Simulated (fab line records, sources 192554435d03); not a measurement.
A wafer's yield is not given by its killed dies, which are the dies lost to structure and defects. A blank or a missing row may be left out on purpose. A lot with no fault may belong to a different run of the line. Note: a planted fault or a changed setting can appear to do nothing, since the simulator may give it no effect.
Which tool is to blame? -- flow n5Finfet -- 21 lots with 63 wafers sampled at 5 steps, on a route of 1938 steps

WHAT THE GAUGES READ, wafer by wafer
N5_MOL_CONTACT_COAG_THK_MEAS_29. Usual: MD_CAP_THK typically reads 17.95 nm, with standard deviation 0.081.
lot,measured,on,MD_CAP_THK (nm),flag
L074,day 4 22:25,filmMetro-02,17.98 17.79 17.85,
L075,day 5 06:57,filmMetro-01,17.99 17.87 18.00,
L076,day 5 12:03,filmMetro-02,17.85 17.85 18.07,
L077,day 5 18:58,filmMetro-01,18.03 17.96 18.03,
L078,day 6 02:58,filmMetro-02,17.96 17.98 18.00,
L080,day 6 16:39,filmMetro-01,18.05 18.10 17.92,
L081,day 6 21:05,filmMetro-01,17.79 17.79 17.85,
L082,day 7 01:09,filmMetro-01,17.92 17.88 17.78,
L083,day 7 04:22,filmMetro-01,18.10 17.97 18.08,
L084,day 7 11:19,filmMetro-01,17.90 17.92 18.06,
L085,day 8 00:00,filmMetro-02,17.91 17.88 18.10,
L086,day 8 04:14,filmMetro-01,18.14 18.06 18.02,
L087,day 8 07:59,filmMetro-01,17.93 17.98 17.95,
L088,day 8 11:25,filmMetro-02,17.95 17.86 17.78,
L090,day 9 03:10,filmMetro-01,17.86 17.85 18.05,
L091,day 9 10:59,filmMetro-02,18.02 18.00 18.02,
L092,day 9 14:05,filmMetro-01,18.06 18.01 18.02,
L093,day 9 20:20,filmMetro-02,17.86 17.99 17.98,
L095,day 10 08:24,filmMetro-01,17.88 17.95 18.05,
L096,day 10 16:38,filmMetro-02,17.86 17.94 17.97,
L097,day 10 18:58,filmMetro-02,18.04 17.90 18.00,

EACH LOT AND THE TOOL THAT RAN IT (in order: tool; ch and the chambers of the sampled wafers; start)
lot,N5_GATE_CUT_CMP_23,N5_MOL_CONTACT_COAG_DESCUM_13,N5_MOL_CONTACT_COAG_ETCH_105,N5_MOL_CONTACT_COAG_SPUTTER_143
L074,"cmp-01 ch 0,1, day 4 10:52","rieDiel-02 ch 0,1,2, day 4 13:04","rieDiel-02 ch 0,1,2, day 4 13:07","pvdSputter-01, day 4 16:20"
L075,"cmp-04 ch 1,2, day 4 20:02","rieDiel-03 ch 0,3, day 4 21:30","rieDiel-03 ch 0,3, day 4 21:34","pvdSputter-02, day 5 00:18"
L076,"cmp-02 ch 0,3, day 5 02:02","rieDiel-05 ch 1,2,3, day 5 03:37","rieDiel-05 ch 1,2,3, day 5 03:41","pvdSputter-03, day 5 06:11"
L077,"cmp-01 ch 0,3, day 5 07:13","rieDiel-02 ch 1,2, day 5 08:59","rieDiel-02 ch 1,2, day 5 09:03","pvdSputter-02, day 5 12:11"
L078,"cmp-01 ch 0,1,3, day 5 15:20","rieDiel-05 ch 2,3, day 5 16:58","rieDiel-05 ch 2,3, day 5 17:01","pvdSputter-03, day 5 20:08"
L080,"cmp-01 ch 0,3, day 6 04:29","rieDiel-02 ch 0,1, day 6 06:39","rieDiel-02 ch 0,1, day 6 06:43","pvdSputter-01, day 6 10:37"
L081,"cmp-02 ch 0,2,3, day 6 08:37","rieDiel-05 ch 0,1,3, day 6 10:23","rieDiel-05 ch 0,1,3, day 6 10:26","pvdSputter-03, day 6 13:29"
L082,"cmp-02 ch 0,1,3, day 6 14:20","rieDiel-05 ch 1,2,3, day 6 16:19","rieDiel-05 ch 1,2,3, day 6 16:22","pvdSputter-01, day 6 19:06"
L083,"cmp-01 ch 0,3, day 6 18:43","rieDiel-02 ch 0,2,3, day 6 20:13","rieDiel-02 ch 0,2,3, day 6 20:16","pvdSputter-03, day 6 22:23"
L084,"cmp-04 ch 0,1, day 6 23:19","rieDiel-03 ch 1,3, day 7 00:49","rieDiel-03 ch 1,3, day 7 00:52","pvdSputter-01, day 7 04:55"
L085,"cmp-04 ch 0,3, day 7 12:07","rieDiel-05 ch 1,2, day 7 13:39","rieDiel-05 ch 1,2, day 7 13:42","pvdSputter-01, day 7 16:37"
L086,"cmp-02 ch 1,2,3, day 7 19:17","rieDiel-05 ch 0,1,2, day 7 20:44","rieDiel-05 ch 0,1,2, day 7 20:47","pvdSputter-03, day 7 22:49"
L087,"cmp-04 ch 1,3, day 7 22:10","rieDiel-03 ch 1,2,3, day 7 23:37","rieDiel-03 ch 1,2,3, day 7 23:41","pvdSputter-02, day 8 02:06"
L088,"cmp-01 ch 0,2, day 8 01:26","rieDiel-02 ch 0,1,2, day 8 03:08","rieDiel-02 ch 0,1,2, day 8 03:11","pvdSputter-03, day 8 05:17"
L090,"cmp-04 ch 1,3, day 8 14:50","rieDiel-05 ch 1,2,3, day 8 16:16","rieDiel-05 ch 1,2,3, day 8 16:19","pvdSputter-03, day 8 20:13"
L091,"cmp-02 ch 2,3, day 8 23:25","rieDiel-02 ch 0,1, day 9 01:04","rieDiel-02 ch 0,1, day 9 01:07","pvdSputter-01, day 9 05:04"
L092,"cmp-01 ch 1,2, day 9 02:07","rieDiel-02 ch 0,1, day 9 04:31","rieDiel-02 ch 0,1, day 9 04:34","pvdSputter-02, day 9 07:11"
L093,"cmp-01 ch 0,1,2, day 9 09:19","rieDiel-03 ch 0,2, day 9 10:52","rieDiel-03 ch 0,2, day 9 10:55","pvdSputter-02, day 9 13:27"
L095,"cmp-02 ch 1,2,3, day 9 21:48","rieDiel-03 ch 2,3, day 9 23:13","rieDiel-03 ch 2,3, day 9 23:16","pvdSputter-01, day 10 01:35"
L096,"cmp-02 ch 0,1,3, day 10 05:49","rieDiel-02 ch 0,1,2, day 10 07:21","rieDiel-02 ch 0,1,2, day 10 07:25","pvdSputter-01, day 10 10:09"
L097,"cmp-04 ch 0,2, day 10 07:37","rieDiel-05 ch 1,2,3, day 10 09:13","rieDiel-05 ch 1,2,3, day 10 09:16","pvdSputter-02, day 10 13:20"
- N5_GATE_CUT_CMP_23: polishes, stops on SiO2, t overpolish 23.4 s, target thk 16 nm.
- N5_MOL_CONTACT_COAG_DESCUM_13: chemistry O2, time 7 s.
- N5_MOL_CONTACT_COAG_ETCH_105: etches SiARC in CF4, target depth 15.6 nm, time 26 s.
- N5_MOL_CONTACT_COAG_SPUTTER_143: material Co, target thk 2.5 nm.

WHAT THE TOOLS THEMSELVES READ (means of the sampled wafers that have a number; where no wafer has one, the mark that the record gives instead)
N5_GATE_CUT_CMP_23. Usual: motorCurrentA 9.1 A, standard deviation 0.71; overpolishRunS 23.400 s, standard deviation 0.0082; timeToEndpointS 19.2 s, standard deviation 2.2.
lot,tool,motorCurrentA (A),overpolishRunS (s),timeToEndpointS (s),flag
L074,cmp-01,9.4,23.397,21.7,
L075,cmp-04,8.6,23.405,19.8,
L076,cmp-02,8.9,23.398,18.5,
L077,cmp-01,9.4,23.392,21.7,
L078,cmp-01,9.5,23.405,21.8,
L080,cmp-01,9.4,23.404,19.9,
L081,cmp-02,8.9,23.399,18.0,
L082,cmp-02,9.2,23.400,19.4,
L083,cmp-01,9.2,23.395,21.0,
L084,cmp-04,9.6,23.393,15.8,
L085,cmp-04,9.7,23.402,18.0,
L086,cmp-02,9.2,23.402,18.0,
L087,cmp-04,9.7,23.404,21.4,
L088,cmp-01,8.7,23.407,21.5,
L090,cmp-04,9.5,23.401,18.6,
L091,cmp-02,9.3,23.400,16.1,
L092,cmp-01,9.0,23.399,16.4,
L093,cmp-01,9.4,23.397,20.7,
L095,cmp-02,8.9,23.397,17.0,
L096,cmp-02,8.9,23.404,18.7,
L097,cmp-04,8.5,23.394,21.6,

N5_MOL_CONTACT_COAG_DESCUM_13. Usual: value, then standard deviation, for each; chamberPressureMTorr 20.000 mTorr / 0.016; drypumpMotorCurrentA 5.8 A / 0.53; o2FlowSccm 225.0 sccm / 0.68; oesProductAu 0.79 a.u. / 0.082; rfVppV 243.8 V / 1.3; showerheadPlenumPTorr 2.14 Torr / 0.067; throttleValvePct 20.41 % / 0.16.
lot,tool,chamberPressureMTorr (mTorr),drypumpMotorCurrentA (A),o2FlowSccm (sccm),oesProductAu (a.u.),rfVppV (V),showerheadPlenumPTorr (Torr),throttleValvePct (%),flag
L074,rieDiel-02,20.010,5.7,224.7,0.81,242.1,2.07,20.44,
L075,rieDiel-03,20.002,6.3,225.3,0.73,243.9,2.14,20.45,
L076,rieDiel-05,19.996,5.7,225.0,0.79,242.9,2.14,20.35,
L077,rieDiel-02,20.007,5.3,225.1,0.86,242.1,2.03,20.43,
L078,rieDiel-05,20.002,6.1,224.5,0.72,244.3,2.17,20.35,
L080,rieDiel-02,20.001,5.8,225.0,0.80,244.1,2.13,20.36,
L081,rieDiel-05,19.998,5.6,224.4,0.80,243.7,2.14,20.45,
L082,rieDiel-05,19.995,5.7,225.3,0.78,244.2,2.13,20.37,
L083,rieDiel-02,19.990,6.0,224.9,0.76,243.3,2.11,20.56,
L084,rieDiel-03,20.011,6.5,225.5,0.76,244.6,2.14,20.21,
L085,rieDiel-05,20.004,5.6,225.2,0.76,243.3,2.13,20.28,
L086,rieDiel-05,20.004,5.5,225.2,0.78,243.8,2.14,20.36,
L087,rieDiel-03,20.005,6.2,224.8,0.80,244.4,2.16,20.37,
L088,rieDiel-02,20.002,5.7,225.3,0.78,242.8,2.06,20.49,
L090,rieDiel-05,19.997,5.7,225.6,0.77,242.6,2.13,20.40,
L091,rieDiel-02,19.999,5.8,224.5,0.78,243.1,2.12,20.39,
L092,rieDiel-02,20.007,5.8,225.3,0.77,244.4,2.12,20.39,
L093,rieDiel-03,20.012,6.2,224.3,0.90,244.4,2.17,20.33,
L095,rieDiel-03,19.989,6.0,225.1,0.79,242.7,2.13,20.53,
L096,rieDiel-02,19.997,5.7,225.1,0.84,243.8,2.14,20.39,
L097,rieDiel-05,20.003,5.7,225.2,0.75,243.7,2.12,20.42,

N5_MOL_CONTACT_COAG_ETCH_105. Usual: value, then standard deviation, for each; chamberPressureMTorr 40.00 mTorr / 0.037; drypumpMotorCurrentA 5.8 A / 0.53; etchRfOnTimeS 26.0 s / 0.31; oesProductAu 0.68 a.u. / 0.067; rfVppV 184.6 V / 1.2; showerheadPlenumPTorr 2.18 Torr / 0.069; throttleValvePct 15.58 % / 0.18.
lot,tool,chamberPressureMTorr (mTorr),drypumpMotorCurrentA (A),etchRfOnTimeS (s),oesProductAu (a.u.),rfVppV (V),showerheadPlenumPTorr (Torr),throttleValvePct (%),flag
L074,rieDiel-02,40.00,5.7,26.3,0.69,183.5,2.13,15.65,
L075,rieDiel-03,39.97,6.3,26.3,0.63,185.1,2.18,15.67,
L076,rieDiel-05,40.01,5.7,25.9,0.69,183.4,2.18,15.51,
L077,rieDiel-02,39.99,5.4,26.3,0.73,183.0,2.08,15.57,
L078,rieDiel-05,40.01,6.0,26.1,0.62,185.2,2.21,15.57,
L080,rieDiel-02,40.02,5.8,26.2,0.68,184.7,2.19,15.56,
L081,rieDiel-05,40.03,5.7,26.0,0.69,185.0,2.18,15.60,
L082,rieDiel-05,40.04,5.7,26.1,0.66,184.4,2.17,15.52,
L083,rieDiel-02,40.01,6.0,25.8,0.65,183.9,2.17,15.78,
L084,rieDiel-03,40.01,6.5,26.0,0.65,184.2,2.19,15.43,
L085,rieDiel-05,40.00,5.6,26.0,0.66,183.6,2.16,15.44,
L086,rieDiel-05,40.00,5.5,26.1,0.67,185.1,2.18,15.51,
L087,rieDiel-03,40.01,6.2,26.2,0.68,185.1,2.21,15.54,
L088,rieDiel-02,39.98,5.7,26.6,0.65,184.3,2.12,15.69,
L090,rieDiel-05,39.99,5.7,26.1,0.65,184.3,2.17,15.56,
L091,rieDiel-02,40.00,5.7,26.1,0.66,184.4,2.18,15.60,
L092,rieDiel-02,39.99,5.8,26.3,0.66,184.7,2.18,15.61,
L093,rieDiel-03,39.98,6.2,25.9,0.77,185.2,2.22,15.42,
L095,rieDiel-03,40.00,6.0,25.6,0.68,184.6,2.17,15.68,
L096,rieDiel-02,40.00,5.7,26.4,0.71,185.5,2.20,15.55,
L097,rieDiel-05,40.03,5.8,26.1,0.64,184.7,2.16,15.59,

N5_MOL_CONTACT_COAG_SPUTTER_143. Usual: throttleValvePct 30.4 %, standard deviation 0.92.
lot,tool,throttleValvePct (%),flag
L074,pvdSputter-01,30.8,
L075,pvdSputter-02,29.6,
L076,pvdSputter-03,30.3,
L077,pvdSputter-02,29.7,
L078,pvdSputter-03,31.6,
L080,pvdSputter-01,30.2,
L081,pvdSputter-03,30.6,
L082,pvdSputter-01,30.6,
L083,pvdSputter-03,31.9,
L084,pvdSputter-01,30.6,
L085,pvdSputter-01,30.2,
L086,pvdSputter-03,30.4,
L087,pvdSputter-02,29.9,
L088,pvdSputter-03,32.1,
L090,pvdSputter-03,30.3,
L091,pvdSputter-01,30.7,
L092,pvdSputter-02,29.7,
L093,pvdSputter-02,29.6,
L095,pvdSputter-01,30.8,
L096,pvdSputter-01,30.7,
L097,pvdSputter-02,29.6,

THE ANSWER, worked out from the rows above alone
Rule: a lot is off if the mean of its wafers that have a number lies more than 3 standard deviations from the usual mean. A lot without any number at a reading at which 4 lots or more have one is off too. Any other lot the step has rows for is counted as sound. After the gauges, taken in route order, come the tools' own readings; for these a lot's mean is taken, as printed above. At the first step where some lot is off, the reading lying furthest off is the one used; lots without a number count as furthest.
Nothing can be told from this: no lot is off at any reading shown.

WHAT THE SIMULATOR HAD INSERTED
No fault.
